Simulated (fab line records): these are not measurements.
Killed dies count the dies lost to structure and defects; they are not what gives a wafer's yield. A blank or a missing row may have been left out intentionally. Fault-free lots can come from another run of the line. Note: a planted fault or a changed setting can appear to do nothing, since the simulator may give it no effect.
A lot that was struck, set against a sound lot    flow nand_harc    15 steps out of a route of 1302
Sound: wafers L588.3, L588.4, L588.6. Struck: wafers L603.4, L603.5. (L603.6 of the same lot was not struck and is left out.) The cause comes at the end.
At each step with rows: each side's tool, then ch and its chambers, then its first start. Under that, the readings that differ: sound wafers    struck wafers    difference of the means    sigmas: that difference in standard deviations of wafers without a fault.
alike: same words and numbers on both sides, and readings whose means sit less than 2 such deviations apart. not compared: any withheld reading, any reading some wafer has no value for, any bound like >300 that may hide the same value, and any number with overlapping values for which the record gives no deviation.
The two part at a step that has a row with sigmas, a row that says differs or no value, or rows on one side only. Non-overlapping numbers with no deviation appear without sigmas and do not part them. A reading that every wafer of one side lacks parts them only if that side has two wafers or more.

NHARC_P_CONTACT_DESCUM_17: chemistry O2, time 3 s.
  sound on rie_diel-10 ch 0,1,2, day 5 19:56; struck on rie_diel-10 ch 2,3, day 11 22:15
  alike: drypump_motor_current_A, oes_product_au, rf_vpp_V, showerhead_plenum_p_Torr, throttle_valve_pct
  not compared: rf_hours_counter_h
NHARC_P_CONTACT_ETCH_35: etches the open film in CF4, target depth 39 nm, time 65 s.
  sound on rie_diel-10 ch 0,1, day 5 20:03; struck on rie_diel-10 ch 1,3, day 11 22:21
reading       sound              struck       difference  sigmas
rf_vpp_V (V)  151.2 153.6 151.9  150.7 148.9  -2.4        -2
  alike: drypump_motor_current_A, oes_product_au, showerhead_plenum_p_Torr, throttle_valve_pct
  not compared: rf_hours_counter_h
then, 1 step without rows for these wafers: NHARC_P_CONTACT_ETCH_36 (etches the open film in N2/H2, target depth 260 nm, time 406.25 s).
NHARC_P_CONTACT_ETCH_18: etches the open film in C4F8/O2/Ar, target depth 481 nm, time 240.5 s.
  sound: rie_diel-10 ch 1,2; struck: rie_diel-10 ch 0,2
  alike: oes_product_au, rf_vpp_V
  not compared: rf_hours_counter_h
then, 2 steps without rows for these wafers: NHARC_P_CONTACT_STRIP_37 (strips in C4F8/O2/Ar); NHARC_P_CONTACT_ETCH_31 (etches the open film in CH3F/O2, target depth 30 nm, time 85.7 s).
NHARC_P_CONTACT_CD_MEAS_19:
  struck on cd_sem-02, day 11 23:08; sound on cd_sem-01, day 5 20:58
  alike: cd_nm
NHARC_P_CONTACT_STRIP_28: strips in O2.
  sound on rie_diel-01 ch 0,1,3, day 5 21:03; struck on rie_diel-07 ch 2,3, day 11 23:13
  alike: drypump_motor_current_A, oes_product_au, rf_vpp_V, showerhead_plenum_p_Torr, throttle_valve_pct
  not compared: rf_hours_counter_h
then, 4 steps without rows for these wafers: NHARC_P_CONTACT_STRIP_29 (strips in post etch residue remover, time 1200 s); NHARC_P_CONTACT_DEGAS_38 (time 60 s); NHARC_P_CONTACT_PRE_CLEAN_39 (time 19.5 s); NHARC_P_CONTACT_PVD_32 (deposits Ti, target thk 5 nm, time 17.7 s).
NHARC_P_CONTACT_ALD_22: deposits TiN, target thk 3 nm, pulse time 1 s, ald cycles 150.
  sound on ald_metal-03 ch 1,2, day 5 21:55; struck on ald_metal-02 ch 0, day 12 00:05
reading     sound        struck  difference  sigmas
ald_cycles  150 150 150  74 74   -76         
  alike: heater_power_w, precursor_pulse_height_rel, susceptor_temp_C
NHARC_P_CONTACT_CVD_23: deposits W, target thk 200 nm, time 557 s.
  sound: cvd_w-02 ch 0; struck: cvd_w-02 ch 0
  alike: heater_power_w, susceptor_temp_C, throttle_valve_pct
-- the record jumps here: 19 days lie between the struck wafers' starts before and after (it left off in module P_CONTACT and takes up again in module END, whose first step shown is number 1302 of the route) --
NHARC_END_SORT_01:
  sound on prober-01 ch 0, day 25 05:16; struck on prober-02 ch 0, day 30 23:11
reading              sound     struck                                             difference                    sigmas
hold                 - - -     await_dispo/2.1h/release await_dispo/2.1h/release  no value on the sound wafers  
killed_at_periphery  2 3 2     585 590                                            +585                          +99 or more
killed_dies          50 80 62  677 677                                            +613                          +32
  alike: killed_at_array, killed_at_other, killed_open, killed_short

## WHERE THEY PART
At NHARC_P_CONTACT_ETCH_35 first; at NHARC_END_SORT_01 last (within this record only).

WHY: what had been put in by the simulator
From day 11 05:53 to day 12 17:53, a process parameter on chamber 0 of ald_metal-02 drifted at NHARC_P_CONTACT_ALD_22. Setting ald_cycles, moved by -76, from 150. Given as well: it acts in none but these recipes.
